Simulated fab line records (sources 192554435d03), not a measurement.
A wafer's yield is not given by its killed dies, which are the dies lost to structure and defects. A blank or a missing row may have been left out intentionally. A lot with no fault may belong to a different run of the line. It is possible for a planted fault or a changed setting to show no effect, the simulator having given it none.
fab line records | flow n5-finfet
record lots=5 wafers=15 last-day=16
route steps=1938 shown DUMMY_REMOVAL@383 HKMG_FIN@385 BEOL_M4@1111
lots that met no fault: from a run of the same line without faults
start-h: the number of hours between the record's first day and the start of the first shown wafer of the lot | wait-h: hours elapsed since this lot's preceding step | " unchanged from the row above | L1.1+2: several wafers, shown together as one row | - no value present, or no start provided | * or withheld: withheld | < > ~ a bound
route shown NAME@n: names a module that has steps shown in the file, with the first one's number in the route | usual: mean and standard deviation over wafers with no fault | same: alike in all rows | chamber/n: place in a boat | sites: the reading at each site | _std_site: standard deviation across them | _edge_site: inner sites' mean taken away from outer sites' mean | radius-mm: for every site, how far away it sits from the centre of the wafer | mask NAME#n: copy n | behind: the most recent tool/chamber to have shaped the wafer | hold: why the lot was held/for how many hours/how that ended | device: the transistor (n, p or np) that didn't switch | end of line: the route-end tests of the same wafers | a step given without rows: its recipe and nothing more | killed: not the wafer's yield, but the dies lost to structure and defects at the first sort | map: per-die view of a wafer (x killed, . not killed, _ where there is no die)
set.NAME: the setting that was run; set.NAME@STEP: the one run at that earlier step | model.NAME: the simulator's own value behind a step, which no gauge read
certain route steps with their lots: each step a table, each wafer a row
services: when a tool's chamber went out of use (start-h, in hours from the record's first day, below 0 if earlier), for how many hours, and the reason
## steps
# step N5_DUMMY_REMOVAL_PRECLEAN_04
# recipe chemistry=DHF time-s=37 temp-c=25 dilution=500:1
# step N5_DUMMY_REMOVAL_SRD_05
# recipe dry=ipa-marangoni do-ppb=5 time-s=30 temp-c=23 rinse-liquid=diw
# step N5_HKMG_FIN_IL_REGROW_00
# recipe material=SiO2 target-thk-a=7.5 chemistry=O3 temp-c=withheld time-s=30
# step N5_HKMG_FIN_HK_ALD_01
# recipe material=HfO2 target-thk-a=16 temp-c=withheld ald-precursor-family=HfCl4 ald-co-reactant=H2O pulse-time-s=3 purge-time-s=3 co-reactant-purge-time-s=2.5 co-reactant-pulse-time-s=0.3 ald-cycles=30
# step N5_HKMG_FIN_HK_ANNEAL_02
# recipe temp-c=700 time-s=30 ambient=N2 idle-temp-c=600 ramp-up-c-per-s=150 ramp-down-c-per-s=60 cool-to-c=600
# step N5_HKMG_FIN_ALD_74
# recipe material=La2O3 target-thk-a=5 temp-c=250 ald-precursor-family=La-Cp ald-co-reactant=O3 pulse-time-s=6 co-reactant-pulse-time-s=1 purge-time-s=3 co-reactant-purge-time-s=3
# step N5_HKMG_FIN_ALD_75
# recipe material=Al2O3 target-thk-a=10 temp-c=150 ald-precursor-family=TMA ald-co-reactant=H2O pulse-time-s=withheld co-reactant-pulse-time-s=1
# step N5_HKMG_FIN_COAT_41
# recipe resist=SOC temp-c=250 time-s=60 spin-rpm=1500 resist-thk-nm=300
# step N5_HKMG_FIN_COAT_42
# recipe resist=SiARC temp-c=220 time-s=60 spin-rpm=1500 resist-thk-nm=35
# step N5_HKMG_FIN_COAT_43
# recipe resist=CAR-ArF spin-rpm=1500 resist-thk-nm=90
# step N5_HKMG_FIN_EBR_45
# recipe solvent=PGMEA ebr-width-mm=1.5
# step N5_HKMG_FIN_SOFTBAKE_44
# recipe temp-c=110 time-s=60 resist=CAR-ArF
# step N5_HKMG_FIN_EXPOSE_46
# recipe mask-id=NDIPOLE na=1.35 source-shape=conventional sigma-outer=0.8 polarization=unpolarized dose-mj=40
# usual exposure-dose-mJ-cm2=39.96/0.038 stage-vel-mm-s=499.97/0.26
# columns lot.wafer tool chamber start-h wait-h mask exposure-dose-mJ-cm2 stage-vel-mm-s
L933.1 arfi-scanner-03 0 99.58 - NDIPOLE#0 40.00 499.87
L933.3 " 0 " " NDIPOLE#0 40.00 499.29
L933.6 " 0 " " NDIPOLE#0 39.99 499.95
L940.4 arfi-scanner-03 0 144.48 - NDIPOLE#0 42.87 499.84
L940.5 " 0 " " NDIPOLE#0 42.86 499.78
L940.6 " 0 " " NDIPOLE#0 42.85 499.47
L941.2 arfi-scanner-03 0 149.08 - NDIPOLE#0 42.31 499.65
L941.4 " 0 " " NDIPOLE#0 42.37 499.72
L941.6 " 0 " " NDIPOLE#0 42.30 500.00
L942.1 arfi-scanner-03 0 158.47 - NDIPOLE#0 41.77 500.13
L942.4 " 0 " " NDIPOLE#0 41.73 500.21
L942.6 " 0 " " NDIPOLE#0 41.76 500.18
L946.1 arfi-scanner-01 0 179.10 - NDIPOLE#0 39.96 499.93
L946.4 " 0 " " NDIPOLE#0 40.00 500.37
L946.6 " 0 " " NDIPOLE#0 39.97 500.03
# step N5_HKMG_FIN_PEB_47
# recipe peb-temp-c=withheld peb-time-s=60 resist=CAR-ArF
# step N5_HKMG_FIN_DEVELOP_48
# recipe develop-time-s=30 developer=TMAH resist=CAR-ArF rinse-liquid=diw dry=air-spin dev-temp-c=23
# step N5_HKMG_FIN_CD_MEAS_49
# recipe target-cd-nm=202 landing-energy-ev=500 detector=se-inlens polarity=opening
# usual cd-nm=202.1/0.54
# columns lot.wafer tool chamber start-h wait-h cd-nm
L933.1 cd-sem-03 0 99.70 - 201.3
L933.3 " 0 " " 201.2
L933.6 " 0 " " 201.5
L940.4 cd-sem-02 0 144.59 - 205.4
L940.5 " 0 " " 205.8
L940.6 " 0 " " 206.2
L941.2 cd-sem-01 0 149.20 - 205.9
L941.4 " 0 " " 205.3
L941.6 " 0 " " 205.4
L942.1 cd-sem-03 0 158.59 - 205.7
L942.4 " 0 " " 204.5
L942.6 " 0 " " 205.4
L946.1 cd-sem-02 0 179.23 - 201.9
L946.4 " 0 " " 202.0
L946.6 " 0 " " 202.5
# step N5_HKMG_FIN_DESCUM_53
# recipe chemistry=O2 time-s=7.9 source-power-w=50 bias-power-w=20 pressure-mtorr=20 rf-frequency-hz=2.712e+07 temp-c=40 resist=CAR-ArF o2-flow-sccm=225
# step N5_HKMG_FIN_ETCH_54
# recipe chemistry=CF4 target=SiARC target-depth-a=455 mask-material=CAR-ArF time-s=75.8 ion-energy-ev=80 pressure-mtorr=40 source-w=545 bias-w=36 Ar_flow_sccm=100 cf4-flow-sccm=100 ends=cleared
# usual drypump-motor-current-A=5.7/0.41 etch-rf-on-time-s=75.6/1.2 oes-product-au=0.68/0.086 rf-vpp-V=183.7/1 showerhead-plenum-p-Torr=2.11/0.054 throttle-valve-pct=15.68/0.26
# columns lot.wafer tool chamber start-h wait-h drypump-motor-current-A etch-rf-on-time-s oes-product-au rf-hours-counter-h rf-vpp-V showerhead-plenum-p-Torr throttle-valve-pct model.HKMG_FIN.cd-offset-nm
L933.1 rie-diel-05 2 99.94 0.0 6.3 74.7 0.60 229 184.5 2.20 15.98 -0.4
L933.3 " 3 " " 5.7 74.2 0.64 189 184.0 2.13 15.69 -0.6
L933.6 " 3 " " 5.7 73.7 0.64 - 185.1 2.13 15.69 -0.8
L940.4 rie-diel-06 1 144.74 0.0 6.0 76.2 0.64 - 183.4 2.14 15.78 3.8
L940.5 " 3 " " 6.1 75.7 0.65 - 184.1 2.06 15.71 4
L940.6 " 0 " " 5.8 75.6 0.83 - 182.6 2.11 15.43 3.6
L941.2 rie-diel-05 2 149.32 0.0 6.2 75.4 0.58 248 184.3 2.19 16.01 3.8
L941.4 " 1 " " 5.1 75.7 0.83 8 183.1 2.10 15.28 3.2
L941.6 " 0 " " 5.6 74.4 0.73 - 183.3 2.09 15.43 3.4
L942.1 rie-diel-05 1 158.73 0.0 5.1 74.8 0.82 12 183.8 2.10 15.29 3.4
L942.4 " 3 " " 5.7 74.4 0.62 - 184.4 2.12 15.74 2.6
L942.6 " 3 " " 5.7 74.6 0.62 - 183.1 2.12 15.71 3.2
L946.1 rie-diel-02 0 179.35 0.0 5.9 79.7 0.60 213 180.7 2.03 15.77 0
L946.4 " 1 " " 5.0 76.6 0.62 186 181.9 2.05 15.65 -0.2
L946.6 " 2 " " 6.1 76.9 0.64 - 184.8 2.21 16.04 0.8
# step N5_HKMG_FIN_ETCH_55
# recipe chemistry=N2/H2 target=SOC target-depth-a=2400 temp-c=40 time-s=300 ion-energy-ev=200 mask-material=SiARC pressure-mtorr=30 source-w=840 bias-w=150 n2-flow-sccm=200 h2-flow-sccm=200
# step N5_HKMG_FIN_STRIP_56
# recipe chemistry=N2/H2 temp-c=40 n2-flow-sccm=200 h2-flow-sccm=200 rf-frequency-hz=6e+07
# step N5_HKMG_FIN_STRIP_57
# recipe chemistry=CF4 resist=SiARC power-w=300 bias-power-w=75 pressure-mtorr=50 cf4-flow-sccm=150 rf-frequency-hz=6e+07
# step N5_HKMG_FIN_ETCH_58
# recipe chemistry=N2/H2 target=SOC target-depth-a=2158 ion-energy-ev=50 bias-w=13 time-s=741 pressure-mtorr=30 source-w=875 n2-flow-sccm=200 h2-flow-sccm=200
# usual drypump-motor-current-A=5.7/0.41 oes-product-au=0.79/0.1 rf-vpp-V=99.0/0.91 showerhead-plenum-p-Torr=2.51/0.067 throttle-valve-pct=17.87/0.24
# columns lot.wafer tool chamber start-h wait-h drypump-motor-current-A oes-product-au rf-hours-counter-h rf-vpp-V showerhead-plenum-p-Torr throttle-valve-pct model.HKMG_FIN.cd-offset-nm
L933.1 rie-diel-05 2 100.20 0.0 6.3 0.70 229 99.3 2.61 18.09 -0.2
L933.3 " 3 " " 5.7 0.74 190 99.6 2.52 17.80 -0.6
L933.6 " 3 " " 5.7 0.74 - 98.3 2.52 17.79 -0.6
L940.4 rie-diel-06 1 145.19 0.2 6.0 0.74 - 100.0 2.55 18.15 3.4
L940.5 " 3 " " 6.2 0.77 - 97.8 2.44 17.85 3.8
L940.6 " 0 " " 5.8 0.97 - 100.3 2.50 17.61 3.4
L941.2 rie-diel-05 2 149.58 0.0 6.3 0.68 248 101.0 2.60 18.13 4.4
L941.4 " 1 " " 5.1 0.97 9 99.9 2.51 17.63 3.2
L941.6 " 0 " " 5.6 0.86 - 98.4 2.48 17.62 3.8
L942.1 rie-diel-05 1 159.13 0.0 5.1 0.96 12 98.6 2.51 17.63 3
L942.4 " 3 " " 5.7 0.71 - 100.4 2.51 17.82 2.6
L942.6 " 3 " " 5.7 0.72 - 99.2 2.51 17.85 3.4
L946.1 rie-diel-02 0 179.62 0.0 5.9 0.69 214 99.7 2.41 18.02 -0.6
L946.4 " 1 " " 5.0 0.72 186 97.4 2.43 17.80 -0.4
L946.6 " 2 " " 6.2 0.75 - 97.9 2.63 18.20 1
# step N5_HKMG_FIN_STRIP_93
# recipe chemistry=N2/H2 material=SOC time-s=20 power-w=500 temp-c=40 pressure-mtorr=50 rf-frequency-hz=6e+07 bias-power-w=8 h2-frac=0.5 n2-flow-sccm=300 h2-flow-sccm=300
# step N5_BEOL_M4_RC_MEAS_101
# usual DIBL_N=36.4/1.3 DIBL_P=36.5/1.7 IOFF_N=0.154/0.022 IOFF_P=0.202/0.025 ION_N=671/9.8 ION_P=460/6.8 SS_N=71.6/0.54 SS_P=73.4/0.58 VT_N=250.9/2.8 VT_P=-251.4/2.7
# columns lot.wafer tool chamber start-h wait-h DIBL_N[mV/V] DIBL_P[mV/V] IOFF_N[nA/um] IOFF_P[nA/um] ION_N[uA/um] ION_P[uA/um] SS_N[mV/dec] SS_P[mV/dec] VT_N[mV] VT_P[mV]
L933.1 prober-02 0 194.30 0.0 35.8 36.5 0.143 0.203 672 466 71.7 73.2 252.8 -251.1
L933.3 " 0 " " 38.1 39.0 0.183 0.240 677 465 72.5 73.4 246.3 -250.3
L933.6 " 0 " " 36.5 37.6 0.154 0.214 682 471 71.0 72.7 251.1 -248.0
L940.4 prober-01 0 230.69 0.5 36.0 38.9 0.155 0.192 670 460 71.8 73.2 251.3 -252.9
L940.5 " 0 " " 34.5 37.5 0.130 0.163 668 451 71.6 72.3 254.5 -258.2
L940.6 " 0 " " 36.3 39.3 0.157 0.190 675 461 71.5 73.4 250.8 -253.5
L941.2 prober-02 0 230.87 0.2 34.9 35.0 0.146 0.184 671 459 71.5 73.1 250.8 -252.2
L941.4 " 0 " " 35.0 35.3 0.145 0.196 675 461 71.7 72.9 252.1 -251.9
L941.6 " 0 " " 33.7 33.4 0.126 0.169 684 464 71.1 72.0 252.2 -252.1
L942.1 prober-02 0 261.41 0.0 35.9 35.8 0.158 0.198 677 467 72.0 74.0 248.8 -247.8
L942.4 " 0 " " 36.6 37.2 0.176 0.216 679 461 72.1 73.8 249.0 -251.8
L942.6 " 0 " " 35.4 35.5 0.147 0.183 678 469 71.9 73.9 250.8 -252.8
L946.1 prober-02 0 270.44 0.0 36.4 36.4 0.150 0.220 665 464 72.0 72.8 249.2 -249.8
L946.4 " 0 " " 36.1 35.2 0.142 0.202 663 459 71.1 72.6 252.9 -249.2
L946.6 " 0 " " 36.9 36.9 0.161 0.217 667 459 72.2 73.0 251.3 -248.2
## services
# columns tool chamber start-h hours kind
arfi-scanner-03 - 78.96 1.0 pm
arfi-scanner-01 - 90.73 0.8 pm
rie-diel-02 2 90.82 4.3 repair
arfi-scanner-01 - 94.72 0.3 repair
arfi-scanner-01 - 104.65 0.4 repair
arfi-scanner-03 - 111.17 0.8 pm
rie-diel-05 1 112.02 - clean
rie-diel-05 1 112.02 - consumable-replace:focus-ring
rie-diel-05 1 112.02 15.9 scheduled-down
rie-diel-05 1 112.02 15.9 vent-cycle
arfi-scanner-01 - 115.63 1.3 pm
rie-diel-05 3 117.14 1.4 repair
arfi-scanner-01 - 137.50 1.9 repair
arfi-scanner-03 0 146.05 - calibration
arfi-scanner-01 - 151.50 0.7 repair
rie-diel-05 2 154.21 - clean
rie-diel-05 2 154.21 - consumable-replace:focus-ring
rie-diel-05 2 154.21 16.2 scheduled-down
rie-diel-05 2 154.21 16.2 vent-cycle
rie-diel-05 0 158.30 8.1 repair
arfi-scanner-03 - 165.59 4.9 pm
arfi-scanner-01 - 169.44 1.0 pm
arfi-scanner-01 - 171.44 0.4 repair
arfi-scanner-03 - 174.95 1.3 pm
## key
first-sign step=N5_HKMG_FIN_EXPOSE_46 reading=exposure-dose-mJ-cm2 direction=up sigmas=62 usual=39.96 struck=42.31
effect step=N5_HKMG_FIN_CD_MEAS_49 reading=cd-nm direction=up sigmas=6.4 usual=202.1 struck=205.5 through=control-loop
model-effect step=N5_HKMG_FIN_ETCH_54 value=HKMG_FIN.cd-offset-nm without=-0.06667 struck=3.444
model-effect step=N5_HKMG_FIN_ETCH_58 value=HKMG_FIN.cd-offset-nm without=-0.1111 struck=3.444
met-at N5_HKMG_FIN_EXPOSE_46
struck-wafers L940.4,L940.5,L940.6,L941.2,L941.4,L941.6,L942.1,L942.4,L942.6
rows-end L940.5,L941.2,L941.4,L941.6
loop-trim step=N5_HKMG_FIN_EXPOSE_46 setting=dose lots=L941,L942
onset-between 99.58 144.48
fault kind=process-parameter-drift tool=arfi-scanner-03 chamber=- onset-h=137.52 steps=N5_HKMG_FIN_EXPOSE_46 channel=dose-mj offset=2.8983 shape=step acts-in=these-recipes-only stated=40
# rows-end: these wafers met a further fault down the route, and their rows from its step on are left out
# loop-trim: a control loop set the setting to another value than it would have without faults
